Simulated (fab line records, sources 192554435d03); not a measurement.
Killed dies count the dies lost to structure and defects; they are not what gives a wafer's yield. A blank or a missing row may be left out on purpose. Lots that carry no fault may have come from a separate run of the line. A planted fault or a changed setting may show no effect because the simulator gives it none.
Chamber matching || flow n5Finfet || N5_HKMG_FIN_ALD_79 on aldMetal-04 has 4 sister chambers
The step deposits TiN, target thk 1.5 nm, pulse time 1 s, purge time 3 s. 8 wafers are shown with their chamber, then 10 later ones without.

== WAFERS, EACH WITH ITS CHAMBER ==
{"wafer": "L082.1", "chamber": 2, "heaterPowerW (W)": 796, "chamberPressureTorr (Torr)": 2.997}
{"wafer": "L082.4", "chamber": 0, "heaterPowerW (W)": 779, "chamberPressureTorr (Torr)": 3.000}
{"wafer": "L083.1", "chamber": 1, "heaterPowerW (W)": 915, "chamberPressureTorr (Torr)": 3.001}
{"wafer": "L088.2", "chamber": 1, "heaterPowerW (W)": 912, "chamberPressureTorr (Torr)": 2.995}
{"wafer": "L088.4", "chamber": 2, "heaterPowerW (W)": 789, "chamberPressureTorr (Torr)": 3.001}
{"wafer": "L088.5", "chamber": 3, "heaterPowerW (W)": 896, "chamberPressureTorr (Torr)": 2.997}
{"wafer": "L089.2", "chamber": 3, "heaterPowerW (W)": 877, "chamberPressureTorr (Torr)": 3.009}
{"wafer": "L089.4", "chamber": 0, "heaterPowerW (W)": 792, "chamberPressureTorr (Torr)": 3.005}

== WAFERS WITHOUT THEIR CHAMBER ==
{"wafer": "L089.5", "heaterPowerW (W)": 898, "chamberPressureTorr (Torr)": 2.996}
{"wafer": "L090.1", "heaterPowerW (W)": 787, "chamberPressureTorr (Torr)": 3.008}
{"wafer": "L090.4", "heaterPowerW (W)": 933, "chamberPressureTorr (Torr)": 2.996}
{"wafer": "L090.5", "heaterPowerW (W)": 786, "chamberPressureTorr (Torr)": 2.998}
{"wafer": "L092.1", "heaterPowerW (W)": 780, "chamberPressureTorr (Torr)": 2.985}
{"wafer": "L092.2", "heaterPowerW (W)": 769, "chamberPressureTorr (Torr)": 3.006}
{"wafer": "L092.5", "heaterPowerW (W)": 923, "chamberPressureTorr (Torr)": 2.991}
{"wafer": "L097.4", "heaterPowerW (W)": 940, "chamberPressureTorr (Torr)": 2.991}
{"wafer": "L097.5", "heaterPowerW (W)": 764, "chamberPressureTorr (Torr)": 2.997}
{"wafer": "L097.6", "heaterPowerW (W)": 908, "chamberPressureTorr (Torr)": 2.998}

== CHAMBER TAKEN BY EACH ==
{"wafer": "L089.5", "from the rows above": "can't be placed: 1 or 3", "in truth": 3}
{"wafer": "L090.1", "from the rows above": "can't be placed: 0 or 2", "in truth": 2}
{"wafer": "L090.4", "from the rows above": 1, "in truth": 1}
{"wafer": "L090.5", "from the rows above": "can't be placed: 2 or 0", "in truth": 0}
{"wafer": "L092.1", "from the rows above": "can't be placed: 2 or 0", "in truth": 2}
{"wafer": "L092.2", "from the rows above": "can't be placed: 0 or 2", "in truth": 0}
{"wafer": "L092.5", "from the rows above": 1, "in truth": 1}
{"wafer": "L097.4", "from the rows above": 1, "in truth": 1}
{"wafer": "L097.5", "from the rows above": "can't be placed: 0 or 2", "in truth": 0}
{"wafer": "L097.6", "from the rows above": 1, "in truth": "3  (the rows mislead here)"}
Placed correctly: 3 of 10. These rows do not allow placing 6 (true chamber among the candidates in 6). Number placed wrongly: 1.
How it was worked out, from the rows above alone: a wafer's distance from a chamber is the root of the sum, over the readings, of the square of ((its reading less the chamber's mean) divided by the reading's scatter). If the next closest chamber is less than 2 further off than the closest, the wafer can't be placed; otherwise it belongs to the closest. For every chamber, the mean is computed from those of its wafers that are shown. The scatter is the square root of a quotient: the sum, over the shown wafers, of each reading's squared deviation from its chamber's mean, divided by wafers minus chambers.
